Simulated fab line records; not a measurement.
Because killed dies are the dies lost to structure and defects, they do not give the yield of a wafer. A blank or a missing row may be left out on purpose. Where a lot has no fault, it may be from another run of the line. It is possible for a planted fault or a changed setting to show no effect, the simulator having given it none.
fab line records ; flow nandHarc
record lots=13; wafers=39; lastDay=33
route steps=1302 shown P_CONTACT@233 P_M0@253 END@1302
lots with no fault: from the same line, run without faults
startH: start of the lot's first displayed wafer, in hours after the record's first day ; waitH: hours since the lot's step before ; " as in the row above ; L1.1+2: a single row standing in for several wafers ; - no value present, or no start provided ; * or withheld: withheld ; < > ~ a bound
route shown NAME@n: names a module that has steps shown in the file, with the first one's number in the route ; usual: average and standard deviation across the fault-free wafers ; same: alike in all rows ; chamber/n: place in a boat ; sites: the reading at each site ; _std_site: the standard deviation of these ; _edge_site: inner sites' mean taken away from outer sites' mean ; radiusMm: how far each site lies from the wafer's centre ; mask NAME#n: copy n ; behind: the tool/chamber that last shaped the wafer ; hold: what put the lot on hold/how long, in hours/how the hold closed ; device: which transistor (n, p or np) failed to switch ; end of line: tests of these same wafers at the route's end ; a step with no rows: only its recipe ; killed: the dies lost at the first sort to structure and to defects; this is not the yield of the wafer ; map: the dies of a wafer, with x for killed, . for not killed, _ for no die there
set.NAME: the setting as run; set.NAME@STEP: as run at that earlier step ; model.NAME: the simulator's own value behind a step, which no gauge read
steps of the route over a sample of lots; a table a step, a row a wafer
services: a tool's chamber out of use, with start hour (startH, from the record's first day; less than 0 if before it), hours out, and reason
## steps
# step NHARC_P_CONTACT_OVL_MEAS_13
# usual overlayXNm=0.0/0.78; overlayYNm=0.2/0.85
lot.wafer;tool;chamber;startH;waitH;overlayXNm;overlayYNm
L802.1;overlay-02;-;148.66;-;0.0;0.1
L802.4;overlay-02;-;148.66;-;-0.3;0.0
L802.6;overlay-02;-;148.66;-;-0.6;-0.4
L803.2;overlay-01;-;151.84;-;-0.9;-0.5
L803.3;overlay-01;-;151.84;-;-0.1;-0.5
L803.4;overlay-01;-;151.84;-;-0.3;-0.6
L805.2;overlay-02;-;178.08;-;0.7;0.5
L805.5;overlay-02;-;178.08;-;1.2;0.3
L805.6;overlay-02;-;178.08;-;0.5;0.4
L806.1;overlay-01;-;190.85;-;1.3;-0.6
L806.5;overlay-01;-;190.85;-;0.2;-0.4
L806.6;overlay-01;-;190.85;-;0.1;-0.8
L811.1;overlay-01;-;234.61;-;0.0;-0.3
L811.5;overlay-01;-;234.61;-;-0.2;0.0
L811.6;overlay-01;-;234.61;-;0.2;0.2
L813.2;overlay-02;-;264.75;-;-0.1;1.1
L813.4;overlay-02;-;264.75;-;0.1;1.1
L813.6;overlay-02;-;264.75;-;0.1;0.9
L814.2;overlay-02;-;265.21;-;-0.3;0.8
L814.3;overlay-02;-;265.21;-;0.0;1.8
L814.6;overlay-02;-;265.21;-;0.4;1.6
L815.1;overlay-01;-;283.44;-;0.1;0.4
L815.4;overlay-01;-;283.44;-;0.3;-0.2
L815.5;overlay-01;-;283.44;-;0.4;0.9
L816.2;overlay-02;-;287.62;-;0.2;0.9
L816.3;overlay-02;-;287.62;-;0.4;1.2
L816.4;overlay-02;-;287.62;-;0.5;1.1
L817.4;overlay-01;-;307.39;-;-1.2;1.6
L817.5;overlay-01;-;307.39;-;-1.3;0.6
L817.6;overlay-01;-;307.39;-;-1.1;0.8
L819.1;overlay-02;-;317.48;-;-0.1;1.9
L819.4;overlay-02;-;317.48;-;-0.1;1.2
L819.5;overlay-02;-;317.48;-;0.0;1.4
L820.1;overlay-01;-;322.27;-;0.7;1.0
L820.3;overlay-01;-;322.27;-;0.1;1.1
L820.4;overlay-01;-;322.27;-;0.9;1.0
L821.1;overlay-01;-;336.88;-;-0.4;0.2
L821.3;overlay-01;-;336.88;-;-0.3;0.4
L821.6;overlay-01;-;336.88;-;-1.1;0.9
# step NHARC_P_CONTACT_ETCH_31
# recipe targetDepthA=300; timeS=85.7; ionEnergyEv=120; overEtchFrac=1; ch3fFlowSccm=50; o2FlowSccm=30; arFlowSccm=200; rfW=500; biasW=100; chemistry=CH3F/O2
# usual ch3fFlowSccm=49.99/0.14; drypumpMotorCurrentA=5.7/0.42; oesProductAu=0.977/0.016; rfVppV=244.7/1.9; showerheadPlenumPTorr=2.49/0.13; throttleValvePct=20.662/0.0089
# same overEtchFrac=1
lot.wafer;tool;chamber;startH;waitH;ch3fFlowSccm;drypumpMotorCurrentA;oesProductAu;rfHoursCounterH;rfVppV;showerheadPlenumPTorr;throttleValvePct
L802.1;rieDiel-01;1;-;-;49.68;5.5;0.964;8.0;243.5;2.42;20.647
L802.4;rieDiel-01;2;-;-;50.00;5.9;0.975;7.4;248.1;2.63;20.661
L802.6;rieDiel-01;0;-;-;50.02;5.9;0.972;-;243.8;2.47;20.657
L803.4;rieDiel-03;0;-;-;50.10;5.2;0.980;1.4;245.6;2.59;20.673
L803.2;rieDiel-03;1;-;-;50.06;6.1;1.001;1.4;243.4;2.32;20.662
L803.3;rieDiel-03;3;-;-;50.00;5.6;0.979;1.1;242.2;2.34;20.652
L805.2;rieDiel-03;3;-;-;49.96;5.6;0.981;1.7;242.8;2.34;20.649
L805.6;rieDiel-03;0;-;-;49.96;5.2;0.960;-;245.8;2.59;20.676
L805.5;rieDiel-03;1;-;-;50.24;6.1;0.988;-;241.6;2.32;20.661
L806.1;rieDiel-03;1;-;-;50.09;6.1;0.992;2.6;241.2;2.32;20.660
L806.5;rieDiel-03;1;-;-;50.16;6.1;0.990;-;241.1;2.32;20.670
L806.6;rieDiel-03;2;-;-;49.76;5.1;0.979;-;246.1;2.63;20.673
L811.1;rieDiel-12;1;-;-;50.11;5.6;0.997;4.1;245.2;2.51;20.657
L811.6;rieDiel-12;0;-;-;49.84;5.6;0.988;-;246.8;2.65;20.660
L811.5;rieDiel-12;1;-;-;50.17;5.6;0.985;-;245.1;2.51;20.653
L813.4;rieDiel-01;1;-;-;49.92;5.5;0.934;1.9;244.9;2.41;20.665
L813.2;rieDiel-01;2;-;-;49.81;5.9;0.953;2.1;246.4;2.63;20.667
L813.6;rieDiel-01;0;-;-;49.91;5.9;0.975;-;243.7;2.47;20.661
L814.3;rieDiel-03;3;-;-;49.95;5.6;0.969;3.9;241.9;2.34;20.653
L814.2;rieDiel-03;1;-;-;50.25;6.1;0.956;4.3;242.0;2.32;20.672
L814.6;rieDiel-03;2;-;-;50.10;5.2;0.973;-;248.1;2.63;20.652
L815.1;rieDiel-01;3;-;-;49.86;5.1;1.007;3.9;243.3;2.30;20.654
L815.5;rieDiel-01;1;-;-;50.08;5.5;0.969;-;244.8;2.41;20.671
L815.4;rieDiel-01;2;-;-;50.12;5.9;0.970;-;245.8;2.63;20.646
L816.4;rieDiel-12;1;-;-;50.11;5.6;0.997;0.6;246.5;2.51;20.649
L816.3;rieDiel-12;2;-;-;49.92;6.7;1.000;0.5;246.8;2.62;20.653
L816.2;rieDiel-12;0;-;-;50.02;5.6;0.988;0.8;245.0;2.65;20.666
L817.4;rieDiel-01;0;-;-;49.91;5.9;0.977;3.7;244.7;2.46;20.666
L817.5;rieDiel-01;0;-;-;50.14;5.9;0.986;-;244.4;2.46;20.672
L817.6;rieDiel-01;1;-;-;49.83;5.5;0.976;-;243.4;2.41;20.657
L819.4;rieDiel-03;2;-;-;49.99;5.2;0.956;0.4;247.0;2.63;20.661
L819.1;rieDiel-03;3;-;-;50.11;5.6;0.979;0.5;241.8;2.34;20.657
L819.5;rieDiel-03;1;-;-;50.17;6.0;0.947;-;241.1;2.32;20.689
L820.1;rieDiel-12;2;-;-;50.04;6.7;1.002;1.4;246.5;2.62;20.665
L820.3;rieDiel-12;0;-;-;50.12;5.6;0.993;1.5;246.2;2.65;20.651
L820.4;rieDiel-12;0;-;-;50.12;5.6;0.986;-;248.1;2.65;20.648
L821.1;rieDiel-03;2;-;-;49.92;5.2;0.964;1.1;245.6;2.63;20.647
L821.3;rieDiel-03;3;-;-;50.05;5.6;0.994;1.0;242.7;2.34;20.660
L821.6;rieDiel-03;1;-;-;49.87;6.1;0.962;-;242.6;2.32;20.671
# step NHARC_P_M0_DEP_00
# recipe targetThkA=1500; targetThkNm=150; tempC=withheld; pressureTorr=5; flowSccm=200; rfW=600; material=SiOC
# usual showerheadVppV=1519/45
lot.wafer;tool;chamber;startH;waitH;showerheadVppV
L802.1;pecvd-04;0;151.98;0.1;1558
L802.4;pecvd-04;2;151.98;0.1;1468
L802.6;pecvd-04;1;151.98;0.1;1564
L803.2;pecvd-01;1;155.12;0.1;1540
L803.3;pecvd-01;1;155.12;0.1;1534
L803.4;pecvd-01;0;155.12;0.1;1550
L805.2;pecvd-02;2;181.36;0.1;1569
L805.6;pecvd-02;2;181.36;0.1;1537
L805.5;pecvd-02;1;181.36;0.1;1453
L806.1;pecvd-04;0;194.18;0.2;1565
L806.6;pecvd-04;2;194.18;0.2;1460
L806.5;pecvd-04;0;194.18;0.2;1544
L806.1;pecvd-04;0;194.68;-;1531
L806.6;pecvd-04;2;194.68;-;1484
L806.5;pecvd-04;0;194.68;-;1547
L811.1;pecvd-01;2;237.94;0.2;1487
L811.5;pecvd-01;0;237.94;0.2;1545
L811.6;pecvd-01;1;237.94;0.2;1499
L811.1;pecvd-01;2;238.44;-;1501
L811.5;pecvd-01;0;238.44;-;1564
L811.6;pecvd-01;1;238.44;-;1518
L813.2;pecvd-01;0;268.09;0.2;1593
L813.4;pecvd-01;1;268.09;0.2;1543
L813.6;pecvd-01;0;268.09;0.2;1564
L814.2;pecvd-02;0;268.60;0.1;1483
L814.3;pecvd-02;1;268.60;0.1;1462
L814.6;pecvd-02;1;268.60;0.1;1497
L815.1;pecvd-01;0;286.88;0.1;1573
L815.5;pecvd-01;0;286.88;0.1;1558
L815.4;pecvd-01;1;286.88;0.1;1510
L816.3;pecvd-02;0;290.89;0.1;1498
L816.2;pecvd-02;2;290.89;0.1;1562
L816.4;pecvd-02;0;290.89;0.1;1463
L817.5;pecvd-02;0;310.77;0.2;1444
L817.4;pecvd-02;1;310.77;0.2;1461
L817.6;pecvd-02;2;310.77;0.2;1572
L819.1;pecvd-04;0;320.85;0.2;1546
L819.5;pecvd-04;1;320.85;0.2;1574
L819.4;pecvd-04;2;320.85;0.2;1455
L820.3;pecvd-01;1;325.69;0.1;1556
L820.1;pecvd-01;2;325.69;0.1;1494
L820.4;pecvd-01;1;325.69;0.1;1491
L821.3;pecvd-02;1;340.11;0.1;1470
L821.1;pecvd-02;0;340.11;0.1;1476
L821.6;pecvd-02;2;340.11;0.1;1538
# step NHARC_P_M0_CD_MEAS_09
# recipe targetCdNm=90; landingEnergyEv=500
# usual cdNm=89.5/0.67
# same landingEnergyEv=500
lot.wafer;tool;chamber;startH;waitH;cdNm
L802.1;cdSem-03;0;152.77;-;90.0
L802.4;cdSem-03;0;152.77;-;89.8
L802.6;cdSem-03;0;152.77;-;89.0
L803.2;cdSem-03;0;155.97;-;88.8
L803.3;cdSem-03;0;155.97;-;88.8
L803.4;cdSem-03;0;155.97;-;88.7
L805.2;cdSem-02;0;182.19;-;89.2
L805.5;cdSem-02;0;182.19;-;89.6
L805.6;cdSem-02;0;182.19;-;89.7
L806.1;cdSem-01;0;195.40;-;88.7
L806.5;cdSem-01;0;195.40;-;89.6
L806.6;cdSem-01;0;195.40;-;89.4
L811.1;cdSem-01;0;239.16;-;90.3
L811.5;cdSem-01;0;239.16;-;89.4
L811.6;cdSem-01;0;239.16;-;89.7
L813.2;cdSem-03;0;268.71;-;89.3
L813.4;cdSem-03;0;268.71;-;89.1
L813.6;cdSem-03;0;268.71;-;89.3
L814.2;cdSem-02;0;269.27;-;89.3
L814.3;cdSem-02;0;269.27;-;88.6
L814.6;cdSem-02;0;269.27;-;89.9
L815.1;cdSem-03;0;287.66;-;90.2
L815.4;cdSem-03;0;287.66;-;90.4
L815.5;cdSem-03;0;287.66;-;89.7
L816.2;cdSem-01;0;291.73;-;89.5
L816.3;cdSem-01;0;291.73;-;89.4
L816.4;cdSem-01;0;291.73;-;89.5
L817.4;cdSem-01;0;311.47;-;88.5
L817.5;cdSem-01;0;311.47;-;89.7
L817.6;cdSem-01;0;311.47;-;88.9
L819.1;cdSem-02;0;321.59;-;90.0
L819.4;cdSem-02;0;321.59;-;89.4
L819.5;cdSem-02;0;321.59;-;88.8
L820.1;cdSem-03;0;326.48;-;88.8
L820.3;cdSem-03;0;326.48;-;89.2
L820.4;cdSem-03;0;326.48;-;89.0
L821.1;cdSem-03;0;340.94;-;89.8
L821.3;cdSem-03;0;340.94;-;90.6
L821.6;cdSem-03;0;340.94;-;89.9
# step NHARC_END_SORT_01
# recipe tempC=25
# usual defectLimitedYield=91/3; killedAtArray=55/20; killedAtOther=1.2/1.3; killedAtPeriphery=4.0/3; killedDies=60/21; killedOpen=3.2/1.9; killedShort=2.5/1.6
# same grossDies=677
lot.wafer;tool;chamber;startH;waitH;defectLimitedYield[%];killedAtArray;killedAtOther;killedAtPeriphery;killedDies;killedOpen;killedShort
L803.2;prober-01;0;592.17;2.8;86;95;0;3;98;2;1
L803.3;prober-01;0;592.97;3.1;85;104;0;0;104;2;1
L803.4;prober-01;0;593.77;3.4;83;114;0;1;115;1;3
L806.1;prober-02;0;630.21;2.5;0;84;1;592;677;5;3
L806.5;prober-02;0;633.46;3.8;0;62;0;615;677;4;2
L806.6;prober-02;0;634.27;4.1;0;75;5;597;677;1;5
L811.1;prober-01;0;684.72;2.5;0;68;0;609;677;4;1
L811.5;prober-01;0;687.89;3.7;0;52;2;623;677;4;1
L811.6;prober-01;0;688.69;4.0;0;65;1;611;677;2;3
L815.1;prober-01;0;723.70;2.5;92;54;1;2;57;1;4
L815.4;prober-01;0;726.09;3.4;94;41;1;2;44;6;1
L815.5;prober-01;0;726.88;3.7;92;49;2;4;55;5;5
# killed by level:class
L803.2 A_SLIT:chamberFilmFlake=33 A_CHANNEL_HOLE_D1:chamberFilmFlake=26 A_CHANNEL_HOLE_D2:chamberFilmFlake=23 A_CONTACT:chamberFilmFlake=7 P_STI:chamberFilmFlake=3 A_STAIRCASE:chamberFilmFlake=2 A_DECK1_JOINT:geometricParticle:open=1 A_CHANNEL_HOLE_D2:geometricParticle:short=1
L803.3 A_CHANNEL_HOLE_D1:chamberFilmFlake=32 A_CHANNEL_HOLE_D2:chamberFilmFlake=29 A_SLIT:chamberFilmFlake=27 A_CONTACT:chamberFilmFlake=12 A_ONON_D1:geometricParticle:short=1 A_ONON_D2:geometricParticle:open=1 A_BLC:geometricParticle:open=1 A_CHANNEL_FILL_D2:chamberFilmFlake=1
L803.4 A_CHANNEL_HOLE_D1:chamberFilmFlake=33 A_CHANNEL_HOLE_D2:chamberFilmFlake=31 A_SLIT:chamberFilmFlake=29 A_CONTACT:chamberFilmFlake=10 A_ZERO_WELL:chamberFilmFlake=2 A_DECK1_JOINT:chamberFilmFlake=2 A_CHANNEL_FILL_D2:chamberFilmFlake=2 P_CONTACT:geometricParticle:short=1
L806.1 P_M0:areaDep=592 A_CHANNEL_HOLE_D2:chamberFilmFlake=35 A_SLIT:chamberFilmFlake=20 A_SGD_CUT:chamberFilmFlake=11 A_CHANNEL_HOLE_D1:chamberFilmFlake=5 A_CONTACT:chamberFilmFlake=4 A_SOURCE_PLATE:geometricParticle:open=1 A_ONON_D1:geometricParticle:open=1
L806.5 P_M0:areaDep=611 A_SLIT:chamberFilmFlake=27 A_CHANNEL_HOLE_D2:chamberFilmFlake=23 A_SGD_CUT:chamberFilmFlake=6 P_M1:chamberFilmFlake=2 P_M0:geometricParticle:short=1 A_SOURCE_PLATE:geometricParticle:short=1 A_ONON_D2:geometricParticle:open=1
L806.6 P_M0:areaDep=593 A_CHANNEL_HOLE_D2:chamberFilmFlake=31 A_SLIT:chamberFilmFlake=27 A_SGD_CUT:chamberFilmFlake=6 THIN_TSV:chamberFilmFlake=5 P_M1:chamberFilmFlake=4 A_ONON_D2:geometricParticle:short=2 A_CHANNEL_FILL_D2:geometricParticle:short=2
L811.1 P_M0:areaDep=601 A_SLIT:chamberFilmFlake=34 A_CHANNEL_HOLE_D2:chamberFilmFlake=12 A_CONTACT:chamberFilmFlake=9 P_BONDPAD:chamberFilmFlake=5 A_CHANNEL_HOLE_D1:chamberFilmFlake=3 P_GATE:chamberFilmFlake=2 A_WL_FILL:chamberFilmFlake=2
L811.5 P_M0:areaDep=617 A_SLIT:chamberFilmFlake=17 A_CHANNEL_HOLE_D2:chamberFilmFlake=12 A_CHANNEL_HOLE_D1:chamberFilmFlake=8 A_CONTACT:chamberFilmFlake=7 A_STAIRCASE:chamberFilmFlake=3 P_GATE:chamberFilmFlake=2 P_BONDPAD:chamberFilmFlake=2
L811.6 P_M0:areaDep=609 A_SLIT:chamberFilmFlake=31 A_CHANNEL_HOLE_D2:chamberFilmFlake=15 A_CHANNEL_HOLE_D1:chamberFilmFlake=5 A_STAIRCASE:chamberFilmFlake=3 A_WL_FILL:chamberFilmFlake=3 A_CONTACT:chamberFilmFlake=3 A_ONON_D1:geometricParticle:short=1
L815.1 A_CHANNEL_HOLE_D2:chamberFilmFlake=18 A_CHANNEL_HOLE_D1:chamberFilmFlake=12 A_CONTACT:chamberFilmFlake=5 A_WL_FILL:chamberFilmFlake=4 A_STAIRCASE:chamberFilmFlake=3 A_SLIT:chamberFilmFlake=3 A_DECK1_JOINT:chamberFilmFlake=2 A_CHANNEL_HOLE_D1:geometricParticle:short=1
L815.4 A_CHANNEL_HOLE_D2:chamberFilmFlake=20 A_CHANNEL_HOLE_D1:chamberFilmFlake=5 A_ZERO_WELL:chamberFilmFlake=3 A_STAIRCASE:chamberFilmFlake=2 A_SLIT:chamberFilmFlake=2 A_WL_FILL:chamberFilmFlake=2 P_M1:geometricParticle:open=1 A_ONON_D1:geometricParticle:open=1
L815.5 A_CHANNEL_HOLE_D2:chamberFilmFlake=15 A_CHANNEL_HOLE_D1:chamberFilmFlake=6 A_STAIRCASE:chamberFilmFlake=6 A_SLIT:chamberFilmFlake=4 A_WL_FILL:chamberFilmFlake=3 A_CHANNEL_FILL_D1:geometricParticle:short=2 A_DECK1_JOINT:geometricParticle:open=2 P_GATE:chamberFilmFlake=2
## services
tool;chamber;startH;hours;kind
pecvd-01;-;130.00;13.0;pm
pecvd-01;0;130.00;13.0;ventCycle
pecvd-01;1;130.00;13.0;ventCycle
pecvd-01;2;130.00;13.0;ventCycle
rieDiel-03;0;137.80;-;clean
rieDiel-03;1;137.80;-;clean
rieDiel-03;2;137.80;-;clean
rieDiel-03;3;137.80;-;clean
pecvd-01;2;148.86;11.9;repair
rieDiel-01;0;160.74;2.7;repair
pecvd-01;2;166.98;44.0;repair
rieDiel-01;2;182.77;1.2;repair
rieDiel-03;-;198.16;1.0;repair
rieDiel-01;-;203.82;9.0;pm
pecvd-01;0;204.13;18.8;repair
rieDiel-03;2;215.88;1.2;repair
pecvd-02;-;227.14;13.0;pm
rieDiel-12;-;268.40;9.0;pm
pecvd-04;-;269.27;13.0;pm
rieDiel-03;-;281.30;9.0;pm
pecvd-01;1;295.95;13.5;repair
rieDiel-03;2;307.57;6.0;repair
rieDiel-12;3;309.12;18.7;repair
pecvd-01;-;311.00;13.0;pm
## key
firstSign step=NHARC_P_M0_DEP_00; reading=visit; direction=added
effect step=NHARC_END_SORT_01; reading=killedAtPeriphery; direction=up; sigmas=99+; usual=4.0; struck=607.8
moreKillsBornAt NHARC_P_M0_DEP_00@pecvd-01=1827; NHARC_P_M0_DEP_00@pecvd-04=1796
metAt NHARC_P_M0_DEP_00
struckLots L806,L811
laterRowsLeftOut L806.1,L806.5,L806.6,L811.1,L811.5,L811.6
notActingAt NHARC_P_CONTACT_OVL_MEAS_13,NHARC_P_CONTACT_ETCH_31,NHARC_P_M0_CD_MEAS_09
fault kind=repeatedStepWhole; tool=pecvd-01,pecvd-02,pecvd-04; chamber=-; onsetH=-; steps=NHARC_P_M0_DEP_00; times=1; scope=struckLotsOnly
# laterRowsLeftOut: the simulator's readings of these wafers behind a module that went badly wrong aren't trusted and aren't shown, but for the sort
